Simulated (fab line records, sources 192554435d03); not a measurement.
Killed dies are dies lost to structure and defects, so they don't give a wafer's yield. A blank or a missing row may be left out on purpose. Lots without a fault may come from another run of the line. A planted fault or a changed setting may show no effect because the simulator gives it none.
Chamber matching | flow n5_finfet | N5_BEOL_M3_STRIP_36 on rie_diel-01: 4 sister chambers
The step strips in N2/H2. 24 wafers are shown with their chamber, then 12 later ones without.

WAFERS WITH THEIR CHAMBER
wafer  | chamber | throttle_valve_pct (%) | drypump_motor_current_A (A) | showerhead_plenum_p_Torr (Torr)
L074.2 | 2       | 24.0                   | 5.66                        | 2.64
L074.3 | 0       | 23.0                   | 5.67                        | 2.47
L074.5 | 0       | 23.0                   | 5.62                        | 2.47
L075.3 | 1       | 23.8                   | 6.14                        | 2.59
L075.4 | 1       | 23.8                   | 6.13                        | 2.59
L075.6 | 2       | 24.0                   | 5.66                        | 2.64
L082.1 | 2       | 24.0                   | 5.68                        | 2.63
L082.2 | 3       | 22.9                   | 5.86                        | 2.56
L082.5 | 2       | 24.0                   | 5.67                        | 2.63
L084.2 | 2       | 24.0                   | 5.67                        | 2.63
L084.4 | 0       | 23.0                   | 5.64                        | 2.46
L084.6 | 2       | 24.0                   | 5.67                        | 2.63
L086.3 | 3       | 22.9                   | 5.88                        | 2.56
L086.5 | 1       | 23.8                   | 6.11                        | 2.58
L086.6 | 2       | 24.0                   | 5.67                        | 2.62
L091.1 | 1       | 23.8                   | 6.13                        | 2.58
L091.2 | 2       | 24.0                   | 5.66                        | 2.62
L091.3 | 0       | 23.1                   | 5.68                        | 2.45
L091.4 | 3       | 22.9                   | 5.84                        | 2.56
L091.5 | 0       | 23.0                   | 5.67                        | 2.45
L091.6 | 1       | 23.8                   | 6.14                        | 2.58
L093.1 | 3       | 23.0                   | 5.83                        | 2.56
L093.2 | 0       | 23.1                   | 5.67                        | 2.45
L093.3 | 2       | 24.0                   | 5.65                        | 2.62

SIGNATURES (means of the wafers above)
reading                  | chamber 0 | chamber 1 | chamber 2 | chamber 3 | scatter within a chamber
throttle_valve_pct       | 23.033    | 23.800    | 24.000    | 22.925    | 0.0323
drypump_motor_current_A  | 5.6583    | 6.1300    | 5.6656    | 5.8525    | 0.0164
showerhead_plenum_p_Torr | 2.4583    | 2.5840    | 2.6289    | 2.5600    | 0.00739
Rule: a wafer's distance from a chamber is the root of the sum, over the readings, of the square of ((its reading less the chamber's mean) divided by the reading's scatter). The wafer belongs to the nearest chamber; if the next one is less than 2 further off, it can't be placed. The scatter: the root of (the sum of the squares of (reading less its chamber's mean) over the shown wafers, divided by (wafers less chambers)).

WAFERS WITHOUT THEIR CHAMBER
wafer  | throttle_valve_pct (%) | drypump_motor_current_A (A) | showerhead_plenum_p_Torr (Torr)
L093.4 | 23.8                   | 6.15                        | 2.57
L093.5 | 23.1                   | 5.69                        | 2.45
L093.6 | 23.8                   | 6.12                        | 2.58
L090.1 | 23.8                   | 6.11                        | 2.57
L090.2 | 24.0                   | 5.67                        | 2.62
L090.4 | 22.9                   | 5.85                        | 2.55
L092.3 | 23.0                   | 5.85                        | 2.55
L092.4 | 23.9                   | 6.11                        | 2.57
L092.5 | 23.0                   | 5.86                        | 2.55
L096.3 | 23.9                   | 6.13                        | 2.57
L096.5 | 23.9                   | 6.11                        | 2.57
L096.6 | 23.1                   | 5.67                        | 2.45

WHICH CHAMBER EACH WENT THROUGH
wafer  | from the rows above | in truth
L093.4 | 1                   | 1
L093.5 | 0                   | 0
L093.6 | 1                   | 1
L090.1 | 1                   | 1
L090.2 | 2                   | 2
L090.4 | 3                   | 3
L092.3 | 3                   | 3
L092.4 | 1                   | 1
L092.5 | 3                   | 3
L096.3 | 1                   | 1
L096.5 | 1                   | 1
L096.6 | 0                   | 0
Placed correctly: 12 of 12. Can't be placed from these rows: 0. Placed wrongly: 0.
